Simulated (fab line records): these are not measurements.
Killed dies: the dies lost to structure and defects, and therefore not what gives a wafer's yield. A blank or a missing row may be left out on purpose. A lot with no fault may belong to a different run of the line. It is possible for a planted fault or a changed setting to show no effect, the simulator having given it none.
A struck lot beside a sound one	flow n5Finfet	32 out of 1938 route steps
Sound: the wafers L932.3, L932.4, L932.6. Struck: wafer L923.3 (left out: L923.2, L923.4 of the same lot, which were not struck); the cause appears at the end.
Each step with rows lists, per side, the tool, then ch with its chambers, then its first start. Under that, the readings that differ: sound wafers	struck wafers	difference of the means	sigmas: that difference in standard deviations of wafers without a fault.
alike: readings with means less than 2 such deviations apart, plus words and numbers identical on both sides. not compared: withheld readings, readings lacking a value on some wafer, bounds such as >300 that could conceal the same value, and numbers that have no deviation in the record and whose values overlap.
Wherever a step has rows on one side only, a row that says differs or no value, or a row with sigmas, the two part there. Numbers that don't overlap but have no deviation are shown without sigmas and don't part them. Lack of a reading on every wafer of one side parts them only where that side has two or more wafers.

first, 8 steps without rows for these wafers: N5_BEOL_M14_DEVELOP_27 (develop time 45 s); N5_BEOL_M14_HARDBAKE_32 (time 120 s); N5_BEOL_M14_DESCUM_33 (chemistry O2, time 7.9 s); N5_BEOL_M14_ETCH_67 (etches SiARC in CF4, target depth 143 nm, time 238.3 s); N5_BEOL_M14_ETCH_68 (etches SOC in N2/H2, time 450 s); N5_BEOL_M14_STRIP_69 (strips in N2/H2); N5_BEOL_M14_TRENCH_ETCH_34 (etches SiO2 in C4F8/O2/Ar, target depth 556.65 nm, time 126.9 s); N5_BEOL_M14_STRIP_70 (strips in C4F8/O2/Ar).
N5_BEOL_M14_STRIP_37: strips in O2.
  sound on rieDiel-01 ch 1,3, day 17 14:55; struck on rieDiel-05 ch 3, day 16 02:43
reading	sound	struck	difference	sigmas
showerheadPlenumPTorr (Torr)	1.99 1.99 2.01	2.20	+0.20	+2
  alike: drypumpMotorCurrentA, oesProductAu, rfVppV, throttleValvePct
  not compared: rfHoursCounterH
then, 22 steps without rows for these wafers: N5_BEOL_M14_ETCH_38 (etches SiCN in CF4/N2, target depth 106.5 nm, time 120.6 s); N5_BEOL_M14_PRECLEAN_39 (cleans in residue remover, time 60 s); N5_BEOL_M14_SRD_40 (time 30 s, dry time 30 s); N5_BEOL_M14_DEGAS_41 (time 60 s); N5_BEOL_M14_PRE_CLEAN_42 (time 30 s); N5_BEOL_M14_SPUTTER_43 (material TaN, target thk 15 nm, time 24.19 s); N5_BEOL_M14_SPUTTER_44 (material Ta, target thk 15 nm, time 24.19 s); N5_BEOL_M14_SPUTTER_45 (material Cu, target thk 100 nm, time 16.67 s); N5_BEOL_M14_ECD_47 (material Cu, target thk 1248 nm); N5_BEOL_M14_ANNEAL_48 (time 90 s); N5_BEOL_M14_CMP_49 (polishes, stops on SiO2, t overpolish 5.2 s, target thk 560 nm); N5_BEOL_M14_PRE_CLEAN_52 (time 15 s); N5_BEOL_M14_DEP_53 (deposits SiCN from 3MS/NH3, target thk 50 nm, time 17.8 s); N5_BEOL_M15_ILD_DEP_00 (deposits SiO2 from TEOS/O2, target thk 1629.3 nm, time 346.1 s); N5_BEOL_M15_COAT_58 (time 60 s, resist thk 89 nm); N5_BEOL_M15_COAT_04 (resist thk 800 nm); N5_BEOL_M15_EBR_06; N5_BEOL_M15_SOFTBAKE_05 (time 60 s); N5_BEOL_M15_EXPOSE_07 (exposes mask V14); N5_BEOL_M15_PEB_08 (peb time 90 s); N5_BEOL_M15_DEVELOP_09 (develop time 45 s); N5_BEOL_M15_HARDBAKE_14 (time 120 s).
N5_PASSIVATION_PROBE_49:
  sound on prober-01 at day 18 10:59; struck on prober-02 at day 17 00:41
reading	sound	struck	difference	sigmas
defectLimitedYield (%)	90.8 92.0 91.9	79.7	-11.9	-10
killed_at_M4_up	14 12 20	155	+140	+25
killedDies	108 94 96	240	+141	+9
sort_bin_5_function (%)	5.4 4.8 3.9	12.6	+7.9	+9
sort_bin_6_memory (%)	3.3 2.7 3.9	4.7	+1.4	+2
sortNPass	1072 1086 1084	940	-141	-9
sortYieldPct (%)	90.8 92.0 91.9	79.7	-11.9	-10
  alike: killed_at_M0_to_M3, killedAtContacts, killedAtFrontEnd, killedAtOther, killedOpen, killedShort

== WHERE THEY PART ==
Last at N5_PASSIVATION_PROBE_49 as far as this record goes, first at N5_BEOL_M14_STRIP_37.

WHY: the cause the simulator had injected
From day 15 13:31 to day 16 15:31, rieDiel-05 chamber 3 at N5_BEOL_M14_STRIP_37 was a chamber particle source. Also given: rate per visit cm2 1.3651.
